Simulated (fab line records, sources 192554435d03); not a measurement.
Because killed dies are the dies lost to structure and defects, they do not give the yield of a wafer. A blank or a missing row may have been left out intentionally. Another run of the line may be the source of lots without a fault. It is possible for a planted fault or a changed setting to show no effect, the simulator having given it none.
The same fault as seen by 2 desks :: flow n5 finfet :: each desk holds nothing but its own numbers, with what lay behind them at the end

FOR THE TOOL OWNER'S DESK: pecvd-04
The tool's own readings at N5_BEOL_M4_ILD_DEP_00 (deposits SiOC from DEMS/O2, target thk 79 nm, time 15.3 s): means of the sampled wafers that have a number, for each lot that ran on this tool. A lot is out of limits, marked OUT, if its mean lies more than 4 standard deviations from the usual mean; the brackets give that distance.
Columns: A = heater power w at N5_BEOL_M4_ILD_DEP_00, usual 481 W; B = showerhead plenum p Torr at N5_BEOL_M4_ILD_DEP_00, usual 5.687 Torr; C = throttle valve pct at N5_BEOL_M4_ILD_DEP_00, usual 12.1 %
lot: L476
first seen here: day 8 10:41
A: 503
B: 5.691
C: 11.5

lot: L478
first seen here: day 8 20:19
A: 565
B: 5.690
C: 11.5

lot: L488
first seen here: day 11 11:02
A: 537
B: 5.687
C: 11.7

lot: L493
first seen here: day 12 20:02
A: 532
B: 5.704
C: 12.1

lot: L492
first seen here: day 12 21:24
A: 525
B: 5.698
C: 12.0
Result from this desk: across the 5 lots, nothing is out of limits.

METROLOGY DESK
Means of the sampled wafers that have a number, per lot and without regard to the tool the lot ran on: this is what the gauges read. A lot is out of limits, marked OUT, if its mean lies more than 4 standard deviations from the usual mean; the brackets give that distance. Shown are 7 of the 11 readings it has, namely the first that went out of limits plus those furthest out on some lot.
Columns: A = M4_ILD_THK at N5_BEOL_M4_THK_MEAS_01, usual 78.8 nm; B = DIBL_P at N5_BEOL_M4_RC_MEAS_101, usual 37.2 mV/V; C = IOFF_P at N5_BEOL_M4_RC_MEAS_101, usual 0.23 nA/um; D = ION_P at N5_BEOL_M4_RC_MEAS_101, usual 468 uA/um; E = SS_N at N5_BEOL_M4_RC_MEAS_101, usual 71.9 mV/dec; F = SS_P at N5_BEOL_M4_RC_MEAS_101, usual 73.5 mV/dec; G = VT_P at N5_BEOL_M4_RC_MEAS_101, usual -248 mV
lot: L476
first seen here: day 8 10:46
A: 67.4 (-10) OUT
B: 37.4
C: 0.25
D: 466
E: 71.9
F: 73.5
G: -247

lot: L478
first seen here: day 8 20:23
A: 72.4 (-5.8) OUT
B: 34.7
C: 0.17
D: 459
E: 71.5
F: 72.3
G: -253

lot: L477
first seen here: day 8 22:10
A: 77.9
B: 34.2
C: 0.19
D: 460
E: 71.5
F: 72.3
G: -249

lot: L487
first seen here: day 11 05:58
A: 80.4
B: 40.4
C: 0.27
D: 464
E: 72.7
F: 74.2
G: -247

lot: L488
first seen here: day 11 11:07
A: 79.0
B: 37.5
C: 0.21
D: 470
E: 72.4
F: 73.4
G: -251

lot: L490
first seen here: day 12 01:50
A: 79.7
B: 35.7
C: 0.18
D: 448
E: 73.1
F: 73.3
G: -254

lot: L491
first seen here: day 12 18:44
A: 79.6
B: 41.1
C: 0.31
D: 471
E: 72.5
F: 74.8
G: -245

lot: L493
first seen here: day 12 20:06
A: 78.8
B: 35.5
C: 0.23
D: 464
E: 71.7
F: 72.6
G: -248

lot: L492
first seen here: day 12 21:28
A: 77.1
B: 37.1
C: 0.21
D: 466
E: 71.7
F: 73.6
G: -252

lot: L494
first seen here: day 12 22:59
A: 78.3
B: 36.9
C: 0.22
D: 458
E: 71.8
F: 73.4
G: -251
This desk reports L476, L478 out of limits; the earliest was L476 at day 8 10:46 (M4_ILD_THK at N5_BEOL_M4_THK_MEAS_01). Within limits: L477, L487, L488, L490, L491, L493, L492, L494.

TAKEN TOGETHER
An alarm was possible from the metrology desk at day 8 10:46, on L476, L478.
Nothing out of limits was seen by the tool owner's desk.
On record at the tool owner's desk: L476, L478, within its limits.
On pecvd-04, each named lot ran N5_BEOL_M4_ILD_DEP_00.

WHAT HAD BEEN PUT IN BY THE SIMULATOR
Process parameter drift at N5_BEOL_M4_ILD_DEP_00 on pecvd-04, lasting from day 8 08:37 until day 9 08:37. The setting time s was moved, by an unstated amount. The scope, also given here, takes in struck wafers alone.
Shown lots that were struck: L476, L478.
Per desk, hours elapsed from the start of the fault to the first reading out of limits: for the metrology desk, 2.
